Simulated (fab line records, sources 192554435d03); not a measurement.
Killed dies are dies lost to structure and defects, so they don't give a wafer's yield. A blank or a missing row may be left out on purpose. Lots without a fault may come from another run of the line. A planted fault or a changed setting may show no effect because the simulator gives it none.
Split-lot experiment | flow n5_finfet | 7 lots, 21 wafers read, on a route of 1938 steps

THE SPLIT
At N5_BEOL_M8_DESCUM_16 (chemistry O2, time 7.9 s), the setting time_s was moved away from the recipe's 7.9 s on 5 of the 21 wafers read, by -18.4% to +6.4%. The other wafers ran this setting at the recipe's value.

The reading is taken at the split's own step.

THE READING
CAR-ArF_of_BEOL_M8_COAT_05.thk_nm (the simulator's own value, which no gauge read), in nm, at N5_BEOL_M8_DESCUM_16 (chemistry O2, time 7.9 s). The file gives no usual value for it. The 16 wafers here that ran the recipe average 83.5 nm, standard deviation 0.21 nm.

wafer  | tool, chamber at the split | time_s as run, s | against the recipe | CAR-ArF_of_BEOL_M8_COAT_05.thk_nm, nm | against lot-mates on the recipe
L075.2 | rie_diel-02, 2,0           | 7.9              | recipe             | 83.8                                  | -
L075.4 | rie_diel-02, 2,0           | 7.9              | recipe             | 83.8                                  | -
L075.3 | rie_diel-02, 1             | 7.9              | recipe             | 83.4                                  | -
L077.4 | rie_diel-06, 3             | 8.402            | +6.4%              | 83                                    | -0.6
L077.5 | rie_diel-06, 2,1           | 7.9              | recipe             | 83.6                                  | -
L077.6 | rie_diel-06, 2,1           | 7.9              | recipe             | 83.6                                  | -
L079.4 | rie_diel-06, 2,1           | 7.9              | recipe             | 83.4                                  | -
L079.5 | rie_diel-06, 2,1           | 7.9              | recipe             | 83.4                                  | -
L079.6 | rie_diel-06, 0             | 7.9              | recipe             | 83.2                                  | -
L085.2 | rie_diel-04, 2,1,3         | 7.9              | recipe             | 83.4                                  | -
L085.4 | rie_diel-04, 2,1,3         | 7.9              | recipe             | 83.4                                  | -
L085.6 | rie_diel-04, 2,1,3         | 7.9              | recipe             | 83.4                                  | -
L086.2 | rie_diel-04, 3             | 6.448            | -18.4%             | 84.4                                  | +0.8
L086.4 | rie_diel-04, 1             | 7.9              | recipe             | 83.6                                  | -
L086.5 | rie_diel-04, 0             | 6.448            | -18.4%             | 84.6                                  | +1.0
L088.2 | rie_diel-02, 1             | 6.975            | -11.7%             | 83.8                                  | +0.5
L088.5 | rie_diel-02, 1             | 7.9              | recipe             | 83.4                                  | -
L088.6 | rie_diel-02, 3             | 7.9              | recipe             | 83.2                                  | -
L097.1 | rie_diel-06, 1             | 7.9              | recipe             | 83.6                                  | -
L097.3 | rie_diel-06, 3             | 7.9              | recipe             | 84                                    | -
L097.6 | rie_diel-06, 3             | 7.212            | -8.7%              | 84.2                                  | +0.4
Where a row lists several chambers, the file gives one row for several wafers and doesn't say which wafer went through which chamber.

THE FIT
A straight line over all 21 wafers: CAR-ArF_of_BEOL_M8_COAT_05.thk_nm changes by -0.0534 nm for each +1% of time_s; r = -0.84; the points scatter about the line by 0.22 nm.
The same after taking each lot's own level away (the mean of its wafers on the recipe; 21 wafers): -0.0511 nm for each +1%; r = -0.93; scatter 0.13 nm.
On that fit, the largest move of time_s shifts the reading by 0.94 nm.
The lots' own levels span 83.30 to 83.80 nm, that is 2.4 times the standard deviation above.
So the lot-to-lot level changes the slope little: the two slopes agree.
Check: with one of the wafers moved furthest among these (-18.4%) left out of the fit, the line predicts +0.981 nm for it against its lot-mates. It came out at +0.8 nm against them.

OTHER SPLITS ON THESE WAFERS
These wafers also went through other splits before the reading. Each is held against what the fit with the lots' levels taken away leaves over:
other split on the same wafers | wafers away from the commonest value | r with CAR-ArF_of_BEOL_M8_COAT_05.thk_nm (lot level and that fit taken away)
N5_BEOL_M6_COAT_60 spin_rpm    | 5                                    | +0.12
N5_BEOL_M7_COAT_71 spin_rpm    | 7                                    | -0.28
N5_BEOL_M7_EXPOSE_25 dose_mj   | 11                                   | +0.02

THE FILE'S OWN FIT
CAR-ArF_of_BEOL_M8_COAT_05.thk_nm changes by -0.0502 nm for each +1% of time_s, r = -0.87.
